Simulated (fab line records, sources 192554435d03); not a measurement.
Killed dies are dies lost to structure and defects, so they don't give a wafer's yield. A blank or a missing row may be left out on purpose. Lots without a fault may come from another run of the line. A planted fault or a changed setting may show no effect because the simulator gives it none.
fab line records | flow n5_finfet
record lots=24 wafers=72 last_day=18
route steps=1938 shown BEOL_M14@1726 BEOL_M15@1817 PASS1_CAP@1874
lots that met no fault: from a run of the same line without faults
start_h: hours from the record's first day to the start of the lot's first wafer shown | wait_h: hours since the lot's step before | " the same as in the row above | L1.1+2: a row that stands for several wafers | - no value, or no start given | * or withheld: withheld | < > ~ a bound
route shown NAME@n: a module of which the file shows steps, and the number in the route of the first | usual: mean/standard deviation of fault-free wafers | same: alike in all rows | chamber/n: place in a boat | sites: the reading at each site | _std_site: their standard deviation | _edge_site: outer sites' mean less inner sites' | radius_mm: how far each site lies from the wafer's centre | mask NAME#n: copy n | behind: the tool/chamber that last shaped the wafer | hold: why the lot was held/for how many hours/how that ended | device: the transistor (n, p or np) that didn't switch | end of line: the same wafers' tests at the end of the route | a step without rows: its recipe alone | killed: dies lost to structure and defects at the first sort, not the wafer's yield | map: a wafer's dies, x killed, . not, _ none there
set.NAME: the setting as run; set.NAME@STEP: as run at that earlier step | model.NAME: the simulator's own value behind a step, which no gauge read
steps of the route over a sample of lots; a table a step, a row a wafer
services: from which hour (start_h, from the record's first day; less than 0 if before it) a tool's chamber was out of use, for how many hours, and why
## steps
# step N5_BEOL_M14_CD_MEAS_10
# recipe target_cd_nm=250 landing_energy_ev=500 detector=se_inlens polarity=opening
# usual cd_nm=250.6/1.6
# columns lot.wafer tool chamber start_h wait_h cd_nm
L074.1 cd_sem-03 0 241.65 - 250.7
L074.4 " 0 " " 249.6
L074.5 " 0 " " 249.6
L076.2 cd_sem-03 0 248.00 - 252.1
L076.3 " 0 " " 253.2
L076.4 " 0 " " 253.1
L075.4 cd_sem-03 0 249.03 - 250.1
L075.5 " 0 " " 251.7
L075.6 " 0 " " 250.4
L077.1 cd_sem-03 0 257.18 - 251.4
L077.2 " 0 " " 250.6
L077.4 " 0 " " 251.0
L078.1 cd_sem-02 0 261.79 - 249.5
L078.4 " 0 " " 252.3
L078.6 " 0 " " 249.6
L079.1 cd_sem-01 0 263.70 - 249.6
L079.3 " 0 " " 250.8
L079.6 " 0 " " 250.1
L081.2 cd_sem-02 0 287.59 - 248.5
L081.3 " 0 " " 248.9
L081.5 " 0 " " 252.5
L080.3 cd_sem-03 0 292.43 - 249.6
L080.4 " 0 " " 247.4
L080.5 " 0 " " 246.4
L082.3 cd_sem-03 0 299.01 - 252.5
L082.4 " 0 " " 251.0
L082.5 " 0 " " 252.7
L083.2 cd_sem-02 0 308.55 - 253.6
L083.5 " 0 " " 248.7
L083.6 " 0 " " 248.9
L084.2 cd_sem-01 0 309.77 - 251.1
L084.3 " 0 " " 250.6
L084.6 " 0 " " 252.5
L086.1 cd_sem-02 0 312.09 - 249.7
L086.3 " 0 " " 248.2
L086.5 " 0 " " 252.5
L085.2 cd_sem-01 0 319.20 - 252.4
L085.5 " 0 " " 251.5
L085.6 " 0 " " 250.1
L087.1 cd_sem-02 0 331.80 - 247.9
L087.5 " 0 " " 247.0
L087.6 " 0 " " 250.4
L090.2 cd_sem-01 0 347.17 - 249.7
L090.3 " 0 " " 251.0
L090.5 " 0 " " 250.8
L088.1 cd_sem-03 0 347.79 - 250.6
L088.3 " 0 " " 250.3
L088.4 " 0 " " 252.4
L091.2 cd_sem-02 0 350.78 - 248.4
L091.3 " 0 " " 250.2
L091.6 " 0 " " 249.5
L089.1 cd_sem-03 0 352.01 - 252.3
L089.4 " 0 " " 251.0
L089.5 " 0 " " 249.2
L093.3 cd_sem-01 0 368.52 - 252.6
L093.4 " 0 " " 250.2
L093.6 " 0 " " 249.5
L092.1 cd_sem-01 0 368.83 - 250.0
L092.2 " 0 " " 251.4
L092.3 " 0 " " 248.5
L094.1 cd_sem-02 0 369.01 - 249.7
L094.5 " 0 " " 251.8
L094.6 " 0 " " 249.1
L095.2 cd_sem-02 0 378.21 - 249.1
L095.3 " 0 " " 249.5
L095.4 " 0 " " 250.5
L096.2 cd_sem-01 0 402.31 - 251.1
L096.4 " 0 " " 252.4
L096.6 " 0 " " 252.1
L097.3 cd_sem-02 0 402.77 - 251.6
L097.5 " 0 " " 251.4
L097.6 " 0 " " 252.0
# step N5_BEOL_M14_CD_MEAS_17
# recipe target_cd_nm=250 polarity=opening
# usual cd_nm=251.5/1.9
# columns lot.wafer tool chamber start_h wait_h cd_nm
L074.1 cd_sem-03 - 242.18 0.0 251.5
L074.4 " - " " 249.0
L074.5 " - " " 249.1
L076.2 cd_sem-03 - 248.56 0.0 255.6
L076.3 " - " " 254.3
L076.4 " - " " 254.1
L075.4 cd_sem-03 - 249.55 0.0 252.0
L075.5 " - " " 250.9
L075.6 " - " " 252.1
L077.1 cd_sem-03 - 257.75 0.0 253.2
L077.2 " - " " 249.5
L077.4 " - " " 251.8
L078.1 cd_sem-03 - 262.32 0.0 249.8
L078.4 " - " " 253.7
L078.6 " - " " 251.8
L079.1 cd_sem-01 - 264.22 0.0 251.6
L079.3 " - " " 250.5
L079.6 " - " " 251.0
L081.2 cd_sem-03 - 288.11 0.0 247.9
L081.3 " - " " 248.0
L081.5 " - " " 253.9
L080.3 cd_sem-03 - 293.28 0.0 252.6
L080.4 " - " " 247.7
L080.5 " - " " 249.5
L082.3 cd_sem-01 - 299.57 0.0 250.3
L082.4 " - " " 250.1
L082.5 " - " " 250.7
L083.2 cd_sem-03 - 309.07 0.0 253.4
L083.5 " - " " 249.6
L083.6 " - " " 248.1
L084.2 cd_sem-03 - 310.51 0.0 251.9
L084.3 " - " " 252.6
L084.6 " - " " 254.4
L086.1 cd_sem-03 - 312.61 0.0 247.8
L086.3 " - " " 249.6
L086.5 " - " " 253.4
L085.2 cd_sem-03 - 319.73 0.0 254.2
L085.5 " - " " 254.2
L085.6 " - " " 251.3
L087.1 cd_sem-01 - 332.32 0.0 248.1
L087.5 " - " " 248.2
L087.6 " - " " 251.0
L090.2 cd_sem-01 - 347.69 0.0 249.8
L090.3 " - " " 251.9
L090.5 " - " " 252.7
L088.1 cd_sem-01 - 348.31 0.0 251.2
L088.3 " - " " 250.8
L088.4 " - " " 252.8
L091.2 cd_sem-02 - 351.31 0.0 249.9
L091.3 " - " " 250.9
L091.6 " - " " 251.9
L089.1 cd_sem-03 - 353.17 0.0 253.5
L089.4 " - " " 251.5
L089.5 " - " " 250.0
L093.3 cd_sem-03 - 369.04 0.0 255.4
L093.4 " - " " 251.8
L093.6 " - " " 251.1
L092.1 cd_sem-03 - 369.35 0.0 251.2
L092.2 " - " " 253.0
L092.3 " - " " 249.9
L094.1 cd_sem-01 - 369.82 0.0 250.9
L094.5 " - " " 254.2
L094.6 " - " " 249.6
L095.2 cd_sem-03 - 378.73 0.0 250.6
L095.3 " - " " 250.9
L095.4 " - " " 251.2
L096.2 cd_sem-02 - 402.83 0.0 251.8
L096.4 " - " " 253.5
L096.6 " - " " 253.8
L097.3 cd_sem-02 - 403.29 0.0 253.4
L097.5 " - " " 252.5
L097.6 " - " " 253.8
# step N5_BEOL_M14_INSPECT_30
# recipe mode=adi inspect_instrument=macro
# usual raw_defect_count=2.0/1.3
# columns lot.wafer tool chamber start_h wait_h raw_defect_count
L074.1 defect_inspect-02 - 242.56 0.0 2
L074.4 " - " " 2
L074.5 " - " " 1
L076.2 defect_inspect-02 - 249.06 0.0 1
L076.3 " - " " 0
L076.4 " - " " 3
L075.4 defect_inspect-02 - 249.93 0.0 2
L075.5 " - " " 1
L075.6 " - " " 2
L077.1 defect_inspect-02 - 258.26 0.0 3
L077.2 " - " " 1
L077.4 " - " " 2
L078.1 defect_inspect-02 - 262.70 0.0 3
L078.4 " - " " 2
L078.6 " - " " 2
L079.1 defect_inspect-02 - 264.61 0.0 2
L079.3 " - " " 3
L079.6 " - " " 3
L081.2 defect_inspect-01 - 288.49 0.0 1
L081.3 " - " " 2
L081.5 " - " " 3
L080.3 defect_inspect-02 - 293.79 0.2 2
L080.4 " - " " 2
L080.5 " - " " 3
L082.3 defect_inspect-01 - 300.08 0.0 3
L082.4 " - " " 2
L082.5 " - " " 1
L083.2 defect_inspect-01 - 309.45 0.0 1
L083.5 " - " " 0
L083.6 " - " " 3
L084.2 defect_inspect-01 - 311.02 0.0 4
L084.3 " - " " 1
L084.6 " - " " 1
L086.1 defect_inspect-02 - 313.00 0.0 3
L086.3 " - " " 2
L086.5 " - " " 1
L085.2 defect_inspect-01 - 320.23 0.0 4
L085.5 " - " " 3
L085.6 " - " " 1
L087.1 defect_inspect-01 - 332.70 0.0 1
L087.5 " - " " 0
L087.6 " - " " 1
L090.2 defect_inspect-02 - 348.07 0.0 2
L090.3 " - " " 1
L090.5 " - " " 4
L088.1 defect_inspect-01 - 348.82 0.0 0
L088.3 " - " " 1
L088.4 " - " " 1
L091.2 defect_inspect-01 - 351.69 0.0 2
L091.3 " - " " 2
L091.6 " - " " 1
L089.1 defect_inspect-01 - 353.67 0.0 4
L089.4 " - " " 2
L089.5 " - " " 2
L093.3 defect_inspect-01 - 369.54 0.0 1
L093.4 " - " " 1
L093.6 " - " " 2
L092.1 defect_inspect-01 - 369.73 0.0 0
L092.2 " - " " 5
L092.3 " - " " 7
L094.1 defect_inspect-01 - 370.20 0.0 1
L094.5 " - " " 0
L094.6 " - " " 3
L095.2 defect_inspect-01 - 379.23 0.0 2
L095.3 " - " " 1
L095.4 " - " " 2
L096.2 defect_inspect-02 - 403.21 0.0 1
L096.4 " - " " 0
L096.6 " - " " 2
L097.3 defect_inspect-01 - 403.67 0.0 4
L097.5 " - " " 1
L097.6 " - " " 2
# step N5_BEOL_M14_OCD_MEAS_35
# usual trench_depth_nm=557/16
# columns lot.wafer tool chamber start_h wait_h trench_depth_nm
L074.1 ocd-01 - 243.34 0.0 528
L074.4 " - " " 556
L074.5 " - " " 557
L076.2 ocd-02 - 249.71 0.0 552
L076.3 " - " " 527
L076.4 " - " " 549
L075.4 ocd-02 - 251.02 0.0 565
L075.5 " - " " 571
L075.6 " - " " 535
L077.1 ocd-01 - 258.90 0.0 565
L077.2 " - " " 557
L077.4 " - " " 563
L078.1 ocd-02 - 263.34 0.0 550
L078.4 " - " " 548
L078.6 " - " " 566
L079.1 ocd-02 - 265.54 0.0 565
L079.3 " - " " 561
L079.6 " - " " 560
L081.2 ocd-01 - 289.14 0.0 526
L081.3 " - " " 555
L081.5 " - " " 560
L080.3 ocd-02 - 294.43 0.0 539
L080.4 " - " " 540
L080.5 " - " " 577
L082.3 ocd-02 - 300.72 0.0 565
L082.4 " - " " 521
L082.5 " - " " 555
L083.2 ocd-01 - 310.17 0.0 548
L083.5 " - " " 571
L083.6 " - " " 526
L084.2 ocd-02 - 311.72 0.0 538
L084.3 " - " " 572
L084.6 " - " " 533
L086.1 ocd-02 - 313.64 0.0 526
L086.3 " - " " 574
L086.5 " - " " 572
L085.2 ocd-01 - 320.88 0.0 573
L085.5 " - " " 566
L085.6 " - " " 561
L087.1 ocd-01 - 333.35 0.0 562
L087.5 " - " " 565
L087.6 " - " " 566
L090.2 ocd-02 - 348.72 0.0 570
L090.3 " - " " 549
L090.5 " - " " 572
L088.1 ocd-01 - 349.58 0.0 568
L088.3 " - " " 525
L088.4 " - " " 546
L091.2 ocd-01 - 352.45 0.0 528
L091.3 " - " " 578
L091.6 " - " " 552
L089.1 ocd-01 - 354.34 0.0 566
L089.4 " - " " 557
L089.5 " - " " 553
L093.3 ocd-01 - 370.19 0.0 574
L093.4 " - " " 554
L093.6 " - " " 576
L092.1 ocd-01 - 370.44 0.0 558
L092.2 " - " " 568
L092.3 " - " " 562
L094.1 ocd-02 - 371.37 0.0 561
L094.5 " - " " 564
L094.6 " - " " 558
L095.2 ocd-01 - 379.88 0.0 513
L095.3 " - " " 546
L095.4 " - " " 562
L096.2 ocd-02 - 404.21 0.0 563
L096.4 " - " " 555
L096.6 " - " " 565
L097.3 ocd-01 - 404.83 0.0 576
L097.5 " - " " 569
L097.6 " - " " 555
# step N5_BEOL_M15_DEGAS_41
# recipe ambient=vacuum temp_c=300 time_s=60
# usual heater_power_w=468/32
# same time_s=60
# columns lot.wafer tool chamber start_h wait_h heater_power_w
L074.1 pvd_sputter-03 - 252.72 0.2 496
L074.4 " - " " 462
L074.5 " - " " 461
L076.2 pvd_sputter-03 - 256.64 0.4 486
L076.3 " - " " 452
L076.4 " - " " 456
L075.4 pvd_sputter-01 - 259.23 0.4 477
L075.5 " - " " 455
L075.6 " - " " 469
L077.1 pvd_sputter-02 - 266.38 0.3 504
L077.2 " - " " 460
L077.4 " - " " 579
L078.1 pvd_sputter-01 - 271.03 0.0 472
L078.4 " - " " 446
L078.6 " - " " 434
L079.1 pvd_sputter-01 - 271.35 0.1 414
L079.3 " - " " 453
L079.6 " - " " 467
L081.2 pvd_sputter-03 - 297.26 0.4 465
L081.3 " - " " 446
L081.5 " - " " 491
L080.3 pvd_sputter-02 - 301.49 0.3 499
L080.4 " - " " 465
L080.5 " - " " 458
L082.3 pvd_sputter-03 - 307.07 0.5 508
L082.4 " - " " 437
L082.5 " - " " 463
L083.2 pvd_sputter-03 - 317.23 0.3 459
L083.5 " - " " 459
L083.6 " - " " 447
L084.2 pvd_sputter-03 - 318.18 0.1 441
L084.3 " - " " 504
L084.6 " - " " 456
L086.1 pvd_sputter-03 - 319.60 0.4 446
L086.3 " - " " 464
L086.5 " - " " 442
L085.2 pvd_sputter-02 - 330.81 0.1 466
L085.5 " - " " 453
L085.6 " - " " 478
L087.1 pvd_sputter-01 - 341.22 0.6 451
L087.5 " - " " 449
L087.6 " - " " 462
L090.2 pvd_sputter-03 - 355.69 1.5 463
L090.3 " - " " 461
L090.5 " - " " 453
L088.1 pvd_sputter-01 - 360.67 0.3 440
L088.3 " - " " 483
L088.4 " - " " 452
L091.2 pvd_sputter-03 - 366.88 0.4 457
L091.3 " - " " 505
L091.6 " - " " 458
L089.1 pvd_sputter-03 - 369.18 1.7 441
L089.4 " - " " 461
L089.5 " - " " 451
L093.3 pvd_sputter-01 - 379.64 0.3 435
L093.4 " - " " 439
L093.6 " - " " 432
L092.1 pvd_sputter-02 - 379.65 0.2 467
L092.2 " - " " 475
L092.3 " - " " 572
L094.1 pvd_sputter-01 - 380.07 0.1 468
L094.5 " - " " 427
L094.6 " - " " 462
L095.2 pvd_sputter-01 - 392.44 0.8 432
L095.3 " - " " 456
L095.4 " - " " 443
L096.2 pvd_sputter-01 - 417.05 0.1 431
L096.4 " - " " 453
L096.6 " - " " 477
L097.3 pvd_sputter-02 - 417.21 0.0 507
L097.5 " - " " 490
L097.6 " - " " 473
# step N5_PASSIVATION_PECVD_01
# recipe material=SiNx target_thk_a=2000 temp_c=400 precursor=SiH4/NH3/N2 pressure_torr=4.9 rf_w=1406 time_s=43.2
# usual heater_power_outer_w=183/50 heater_power_w=388/83 showerhead_plenum_p_Torr=8.72/0.096 throttle_valve_pct=28.9/1.6
# same time_s=43.2
# columns lot.wafer tool chamber start_h wait_h heater_power_outer_w heater_power_w showerhead_plenum_p_Torr throttle_valve_pct
L074.1 pecvd-02 1 261.37 0.0 128 252 8.59 28.3
L074.4 " 1 " " 137 260 8.60 28.2
L074.5 " 1 " " 141 275 8.59 28.4
L076.2 pecvd-01 0 263.20 0.0 140 335 8.67 28.8
L076.3 " 1 " " 168 393 8.74 33.4
L076.4 " 2 " " 233 443 8.85 27.3
L075.4 pecvd-01 0 266.89 0.0 166 380 8.68 29.0
L075.5 " 1 " " 255 526 8.77 33.2
L075.6 " 2 " " 213 398 8.85 27.4
L077.1 pecvd-03 2 273.52 0.0 188 372 8.82 28.3
L077.2 " 1 " " 188 397 8.74 28.3
L077.4 " 1 " " 78 251 8.71 28.5
L078.1 pecvd-02 1 279.76 0.0 136 262 8.59 28.4
L078.4 " 1 " " 142 273 8.59 28.6
L078.6 " 0 " " 282 404 8.58 28.7
L079.1 pecvd-01 2 279.89 0.0 166 359 8.86 27.4
L079.3 " 1 " " 163 387 8.78 33.2
L079.6 " 1 " " 177 401 8.77 33.4
L081.2 pecvd-03 1 304.32 0.0 155 355 8.72 28.1
L081.3 " 2 " " 143 305 8.82 28.3
L081.5 " 2 " " 156 314 8.82 28.3
L080.3 pecvd-03 2 308.69 0.0 231 412 8.82 28.8
L080.4 " 1 " " 130 325 8.73 28.2
L080.5 " 2 " " 230 437 8.78 28.5
L082.3 pecvd-02 2 313.38 0.0 85 332 8.60 27.8
L082.4 " 1 " " 72 176 8.62 28.3
L082.5 " 2 " " 97 341 8.63 28.0
L083.2 pecvd-01 0 325.43 0.0 170 378 8.67 28.9
L083.5 " 0 " " 172 369 8.66 28.8
L083.6 " 1 " " 142 368 8.77 33.3
L084.2 pecvd-03 2 325.65 0.0 191 379 8.84 28.7
L084.3 " 0 " " 174 485 8.77 27.9
L084.6 " 2 " " 192 384 8.83 28.8
L086.1 pecvd-03 2 326.17 0.0 166 325 8.81 28.8
L086.3 " 1 " " 173 382 8.73 28.2
L086.5 " 1 " " 180 395 8.72 28.3
L085.2 pecvd-01 0 336.61 0.0 89 268 8.68 28.7
L085.5 " 1 " " 225 472 8.77 33.4
L085.6 " 0 " " 104 279 8.67 29.0
L087.1 pecvd-01 1 348.21 0.0 219 481 8.74 33.1
L087.5 " 2 " " 252 445 8.87 27.6
L087.6 " 0 " " 168 379 8.66 29.0
L090.2 pecvd-03 2 363.65 0.0 196 375 8.83 28.7
L090.3 " 2 " " 199 386 8.84 28.7
L090.5 " 2 " " 208 388 8.83 28.8
L088.1 pecvd-02 1 368.47 0.0 149 273 8.60 28.3
L088.3 " 0 " " 227 338 8.62 29.1
L088.4 " 2 " " 126 397 8.61 28.1
L091.2 pecvd-01 1 373.37 0.0 242 505 8.75 33.2
L091.3 " 2 " " 192 372 8.84 27.7
L091.6 " 0 " " 177 387 8.66 29.0
L089.1 pecvd-02 2 377.57 0.0 190 461 8.60 28.3
L089.4 " 0 " " 247 364 8.59 28.8
L089.5 " 1 " " 85 199 8.60 28.5
L093.3 pecvd-02 0 385.81 0.0 265 379 8.57 29.2
L093.4 " 0 " " 272 397 8.58 29.1
L093.6 " 1 " " 116 234 8.60 28.4
L092.1 pecvd-02 2 388.14 0.0 173 447 8.64 28.4
L092.2 " 0 " " 277 412 8.59 29.1
L092.3 " 1 " " 144 270 8.59 28.5
L094.1 pecvd-03 2 388.27 0.0 230 420 8.84 28.8
L094.5 " 1 " " 97 283 8.72 28.2
L094.6 " 2 " " 231 435 8.82 28.6
L095.2 pecvd-01 1 400.02 0.0 239 508 8.78 33.3
L095.3 " 2 " " 210 398 8.82 27.6
L095.4 " 2 " " 214 423 8.84 27.7
L097.3 pecvd-03 2 427.30 0.0 218 396 8.82 29.0
L097.5 " 1 " " 167 371 8.74 28.3
L097.6 " 0 " " 233 552 8.81 28.2
L096.2 pecvd-03 1 427.41 0.0 183 400 8.72 28.4
L096.4 " 0 " " 137 427 8.79 28.1
L096.6 " 2 " " 235 427 8.82 29.0
## services
# columns tool chamber start_h hours kind
pecvd-02 2 231.85 5.5 scheduled_down
pvd_sputter-02 - 279.52 3.8 repair
pecvd-01 - 289.64 1.0 repair
pecvd-02 1 316.06 2.1 scheduled_down
pvd_sputter-01 - 320.04 19.6 repair
pecvd-03 2 351.75 2.1 scheduled_down
pvd_sputter-01 - 354.53 5.4 repair
pecvd-01 2 357.44 5.5 scheduled_down
pecvd-03 0 357.77 12.8 repair
pvd_sputter-01 - 386.41 4.6 repair
pecvd-03 1 391.41 2.1 scheduled_down
pecvd-03 2 407.40 5.5 scheduled_down
pvd_sputter-01 - 412.36 3.4 repair
pecvd-03 0 420.90 2.1 scheduled_down
## key
fault none
